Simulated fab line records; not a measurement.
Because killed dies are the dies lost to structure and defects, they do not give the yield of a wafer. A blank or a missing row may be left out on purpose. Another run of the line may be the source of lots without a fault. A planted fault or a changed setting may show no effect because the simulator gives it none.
Matching of chambers | flow n5-finfet | N5_MOL_CONTACT_COAG_ETCHBACK_134 on rie-diel-06: 4 sister chambers
The step etches SiO2 in CHF3, target depth 10 nm, time 6.7 s. 4 wafers are shown with their chamber, then 8 later ones without.

EACH WAFER AND ITS CHAMBER
wafer  | chamber | rf-vpp-V (V)
L086.2 | 0       | 522
L086.3 | 2       | 542
L086.4 | 3       | 514
L087.1 | 1       | 533

WAFERS WITH NO CHAMBER GIVEN
wafer  | rf-vpp-V (V)
L087.2 | 523
L087.6 | 535
L090.2 | 542
L090.3 | 532
L090.4 | 523
L096.3 | 543
L096.5 | 523
L096.6 | 515

EACH ONE'S CHAMBER
wafer  | from the rows above | in truth
L087.2 | 0                   | 0
L087.6 | 1                   | 1
L090.2 | 2                   | 2
L090.3 | 1                   | 1
L090.4 | 0                   | 0
L096.3 | 2                   | 2
L096.5 | 0                   | 0
L096.6 | 3                   | 3
Placed correctly: 8 of 8. From these rows, 0 cannot be placed. Wrongly placed: 0.
How it was worked out, from the rows above alone: a wafer's distance from a chamber is the root of the sum, over the readings, of the square of ((its reading less the chamber's mean) divided by the reading's scatter). The wafer belongs to the nearest chamber; if the next one is less than 2 further off, it can't be placed. A chamber's mean is the mean of its shown wafers. The scatter: with one shown wafer a chamber, the root of the mean of the squares of how far each hidden wafer lies from its nearest shown one.
